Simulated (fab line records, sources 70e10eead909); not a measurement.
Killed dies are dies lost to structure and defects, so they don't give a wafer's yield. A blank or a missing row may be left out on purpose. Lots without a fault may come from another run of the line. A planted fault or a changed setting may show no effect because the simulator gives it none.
Which tool did it? | flow nand_harc | 11 lots, 33 wafers sampled, at 6 steps of a route of 1159

WHAT THE GAUGES READ, wafer by wafer
NHARC_P_GATE_INSPECT_28. Usual: raw_defect_count 5.9, standard deviation 3.
lot  | measured     | on                | raw_defect_count | flag
L715 | day 4 23:58  | defect_inspect-02 | 7 5 3            |
L716 | day 5 00:28  | defect_inspect-01 | 6 3 41           | OFF
L727 | day 7 22:35  | defect_inspect-01 | 8 4 6            |
L726 | day 7 23:20  | defect_inspect-02 | 4 2 6            |
L731 | day 9 01:12  | defect_inspect-02 | 5 7 3            |
L732 | day 9 04:46  | defect_inspect-01 | 3 2 8            |
L733 | day 9 05:10  | defect_inspect-02 | 2 6 4            |
L734 | day 9 17:11  | defect_inspect-01 | 3 5 8            |
L735 | day 9 20:40  | defect_inspect-02 | 10 9 3           |
L737 | day 10 04:13 | defect_inspect-01 | 3 3 6            |
L736 | day 10 04:22 | defect_inspect-01 | 15 15 13         |

NHARC_END_SORT_01. Usual: killed_at_array 28, standard deviation 8.9; killed_at_other 0.8, standard deviation 1.2; killed_at_periphery 3.3, standard deviation 2.3; killed_dies 32, standard deviation 9.4; killed_open 3.2, standard deviation 1.8; killed_short 1.9, standard deviation 1.4.
lot  | measured     | on        | killed_at_array | killed_at_other | killed_at_periphery | killed_dies | killed_open | killed_short | flag
L716 | day 20 01:26 | prober-02 | 17 14 14        | 1 0 0           | 6 2 20              | 24 16 34    | 8 3 1       | 5 1 1        |

WHICH TOOL RAN EACH LOT (tool, then ch and the chambers of the sampled wafers, then the start)
lot  | NHARC_P_GATE_DEP_103            | NHARC_P_GATE_DESCUM_31            | NHARC_P_GATE_ETCHBACK_37                      | NHARC_P_GATE_DESCUM_48
L715 | pecvd-02 ch 1,2, day 4 23:19    | rie_diel-10 ch 1,2,3, day 5 00:01 | rie_diel-04 ch 1,3, day 5 12:01 or earlier    | rie_diel-10 ch 0,1,2, day 5 12:01
L716 | pecvd-02 ch 0,2, day 4 23:50    | rie_diel-04 ch 0,2,3, day 5 00:32 | rie_diel-04 ch 1,2, day 5 12:33 or earlier    | rie_diel-10 ch 0,1,3, day 5 12:33
L727 | pecvd-01 ch 1,2, day 7 21:47    | rie_diel-04 ch 2,3, day 7 22:39   | rie_diel-01 ch 1,2,3, day 8 11:02 or earlier  | rie_diel-04 ch 0,3, day 8 11:02
L726 | pecvd-01 ch 0,1, day 7 22:41    | rie_diel-10 ch 0,3, day 7 23:24   | rie_diel-04 ch 0,3, day 8 17:21 or earlier    | rie_diel-01 ch 0,1,3, day 8 17:21
L731 | pecvd-01 ch 1,2, day 9 00:19    | rie_diel-10 ch 0,2,3, day 9 01:16 | rie_diel-10 ch 1,2,3, day 9 13:20 or earlier  | rie_diel-01 ch 0,1,2, day 9 13:20
L732 | pecvd-02 ch 0,1, day 9 03:58    | rie_diel-04 ch 1,2,3, day 9 04:50 | rie_diel-10 ch 0,2,3, day 9 16:44 or earlier  | rie_diel-10 ch 1,2,3, day 9 16:44
L733 | pecvd-01 ch 0,1,2, day 9 04:24  | rie_diel-04 ch 0,2,3, day 9 05:15 | rie_diel-04 ch 0,2, day 9 17:11 or earlier    | rie_diel-04 ch 0,3, day 9 17:11
L734 | pecvd-02 ch 1,2, day 9 16:24    | rie_diel-04 ch 0,2, day 9 17:16   | rie_diel-01 ch 0,2,3, day 10 05:29 or earlier | rie_diel-04 ch 2,3, day 10 05:29
L735 | pecvd-01 ch 0,1, day 9 19:51    | rie_diel-01 ch 0,3, day 9 20:43   | rie_diel-10 ch 0,3, day 10 09:20 or earlier   | rie_diel-04 ch 0,1, day 10 09:20
L737 | pecvd-04 ch 0,1,2, day 10 03:25 | rie_diel-04 ch 2,3, day 10 04:16  | rie_diel-10 ch 0,1,3, day 10 16:32 or earlier | rie_diel-04 ch 0,2,3, day 10 16:32
L736 | pecvd-02 ch 0,1, day 10 03:29   | rie_diel-04 ch 2,3, day 10 04:27  | rie_diel-10 ch 0,1, day 10 16:43 or earlier   | rie_diel-01 ch 0,1,3, day 10 16:43
- NHARC_P_GATE_DEP_103: deposits SiON, target thk 30 nm.
- NHARC_P_GATE_DESCUM_31: chemistry O2, time 3 s.
- NHARC_P_GATE_ETCHBACK_37: etches the open film in CHF3/O2, target depth 34.5 nm, time 17.2 s.
- NHARC_P_GATE_DESCUM_48: chemistry O2, time 3 s.

WHAT THE TOOLS THEMSELVES READ (means of the sampled wafers that have a number; where no wafer has one, the mark that the record gives instead)
NHARC_P_GATE_DEP_103. Usual: heater_power_w 774 W, standard deviation 86.
lot  | tool     | heater_power_w (W) | flag
L715 | pecvd-02 | 715                |
L716 | pecvd-02 | 766                |
L727 | pecvd-01 | 770                |
L726 | pecvd-01 | 857                |
L731 | pecvd-01 | 734                |
L732 | pecvd-02 | 707                |
L733 | pecvd-01 | 753                |
L734 | pecvd-02 | 654                |
L735 | pecvd-01 | 742                |
L737 | pecvd-04 | 793                |
L736 | pecvd-02 | 628                |

NHARC_P_GATE_DESCUM_31. Usual: drypump_motor_current_A 5.7 A, standard deviation 0.47; oes_product_au 0.998 a.u., standard deviation 0.0063; rf_vpp_V 58.0 V, standard deviation 0.92; showerhead_plenum_p_Torr 1.93 Torr, standard deviation 0.097; throttle_valve_pct 11.311 %, standard deviation 0.0096.
lot  | tool        | drypump_motor_current_A (A) | oes_product_au (a.u.) | rf_vpp_V (V) | showerhead_plenum_p_Torr (Torr) | throttle_valve_pct (%) | flag
L715 | rie_diel-10 | 5.6                         | 0.995                 | 58.0         | 1.94                            | 11.305                 |
L716 | rie_diel-04 | 5.8                         | 1.004                 | 57.9         | 1.96                            | 11.306                 |
L727 | rie_diel-04 | 5.7                         | 1.004                 | 58.3         | 1.96                            | 11.308                 |
L726 | rie_diel-10 | 5.3                         | 0.995                 | 57.8         | 1.94                            | 11.306                 |
L731 | rie_diel-10 | 5.5                         | 1.005                 | 58.4         | 1.95                            | 11.315                 |
L732 | rie_diel-04 | 5.9                         | 1.001                 | 57.7         | 1.92                            | 11.323                 |
L733 | rie_diel-04 | 5.9                         | 1.010                 | 58.5         | 1.95                            | 11.317                 |
L734 | rie_diel-04 | 6.0                         | 1.003                 | 58.6         | 1.94                            | 11.301                 |
L735 | rie_diel-01 | 5.2                         | 0.999                 | 58.2         | 1.81                            | 11.319                 |
L737 | rie_diel-04 | 6.2                         | 0.995                 | 58.2         | 1.89                            | 11.320                 |
L736 | rie_diel-04 | 6.2                         | 0.993                 | 57.2         | 1.89                            | 11.313                 |

NHARC_P_GATE_ETCHBACK_37. Usual: bias_w 200.0 W, standard deviation 0.58; drypump_motor_current_A 5.6 A, standard deviation 0.44; oes_product_au 0.95 a.u., standard deviation 0.033; rf_vpp_V 371.0 V, standard deviation 2.8; showerhead_plenum_p_Torr 2.42 Torr, standard deviation 0.12; throttle_valve_pct 20.572 %, standard deviation 0.01.
lot  | tool        | bias_w (W) | drypump_motor_current_A (A) | oes_product_au (a.u.) | rf_vpp_V (V) | showerhead_plenum_p_Torr (Torr) | throttle_valve_pct (%) | flag
L715 | rie_diel-04 | 199.5      | 5.4                         | 1.00                  | 373.1        | 2.50                            | 20.570                 |
L716 | rie_diel-04 | 199.5      | 6.0                         | 0.94                  | 369.9        | 2.38                            | 20.572                 |
L727 | rie_diel-01 | 200.0      | 5.5                         | 0.99                  | 369.5        | 2.35                            | 20.567                 |
L726 | rie_diel-04 | 199.4      | 5.4                         | 0.93                  | 373.0        | 2.52                            | 20.581                 |
L731 | rie_diel-10 | 200.1      | 5.6                         | 0.95                  | 373.8        | 2.55                            | 20.566                 |
L732 | rie_diel-10 | 200.1      | 5.5                         | 0.92                  | 372.3        | 2.44                            | 20.572                 |
L733 | rie_diel-04 | 199.8      | 6.2                         | 0.93                  | 369.4        | 2.37                            | 20.565                 |
L734 | rie_diel-01 | 199.3      | 5.3                         | 1.00                  | 367.8        | 2.29                            | 20.570                 |
L735 | rie_diel-10 | 200.3      | 5.2                         | 0.92                  | 369.9        | 2.35                            | 20.576                 |
L737 | rie_diel-10 | 200.1      | 5.3                         | 1.00                  | 370.6        | 2.46                            | 20.568                 |
L736 | rie_diel-10 | 200.3      | 5.3                         | 0.99                  | 372.3        | 2.49                            | 20.574                 |

NHARC_P_GATE_DESCUM_48. Usual: drypump_motor_current_A 5.6 A, standard deviation 0.44; oes_product_au 0.999 a.u., standard deviation 0.0065; rf_vpp_V 57.8 V, standard deviation 0.94; showerhead_plenum_p_Torr 1.92 Torr, standard deviation 0.099; throttle_valve_pct 11.311 %, standard deviation 0.0091.
lot  | tool        | drypump_motor_current_A (A) | oes_product_au (a.u.) | rf_vpp_V (V) | showerhead_plenum_p_Torr (Torr) | throttle_valve_pct (%) | flag
L715 | rie_diel-10 | 5.6                         | 1.003                 | 57.3         | 1.88                            | 11.304                 |
L716 | rie_diel-10 | 5.3                         | 0.995                 | 57.0         | 1.87                            | 11.302                 |
L727 | rie_diel-04 | 5.4                         | 1.005                 | 58.0         | 2.01                            | 11.310                 |
L726 | rie_diel-01 | 5.5                         | 0.995                 | 57.5         | 1.88                            | 11.314                 |
L731 | rie_diel-01 | 5.6                         | 0.997                 | 58.7         | 1.89                            | 11.316                 |
L732 | rie_diel-10 | 5.6                         | 0.997                 | 58.7         | 2.03                            | 11.304                 |
L733 | rie_diel-04 | 5.6                         | 1.004                 | 57.9         | 2.01                            | 11.311                 |
L734 | rie_diel-04 | 6.1                         | 0.995                 | 57.2         | 1.89                            | 11.309                 |
L735 | rie_diel-04 | 5.6                         | 1.006                 | 57.5         | 1.95                            | 11.315                 |
L737 | rie_diel-04 | 5.9                         | 0.998                 | 58.6         | 1.95                            | 11.304                 |
L736 | rie_diel-01 | 5.5                         | 0.996                 | 56.8         | 1.87                            | 11.316                 |

THE ANSWER, worked out from the rows above alone
Rule: a lot is off if the mean of its wafers that have a number lies more than 3 standard deviations from the usual mean. A lot without any number at a reading at which 4 lots or more have one is off too. The other lots that the step has rows for count as sound. The gauges are gone through in route order, then the tools' own readings, and for those a lot's mean is taken as printed above. The first step at which some lot is off is used, and at that step the reading that is off furthest; a lot without a number counts as furthest.
Off: L716, at NHARC_P_GATE_INSPECT_28 (raw_defect_count).
A tool fits if, at a process step before that reading, it ran every lot that is off, and no sound lot after the first of them. The gauges at NHARC_P_GATE_INSPECT_28 are tried like those tools. None of those tried fits.

WHAT THE SIMULATOR HAD PUT IN
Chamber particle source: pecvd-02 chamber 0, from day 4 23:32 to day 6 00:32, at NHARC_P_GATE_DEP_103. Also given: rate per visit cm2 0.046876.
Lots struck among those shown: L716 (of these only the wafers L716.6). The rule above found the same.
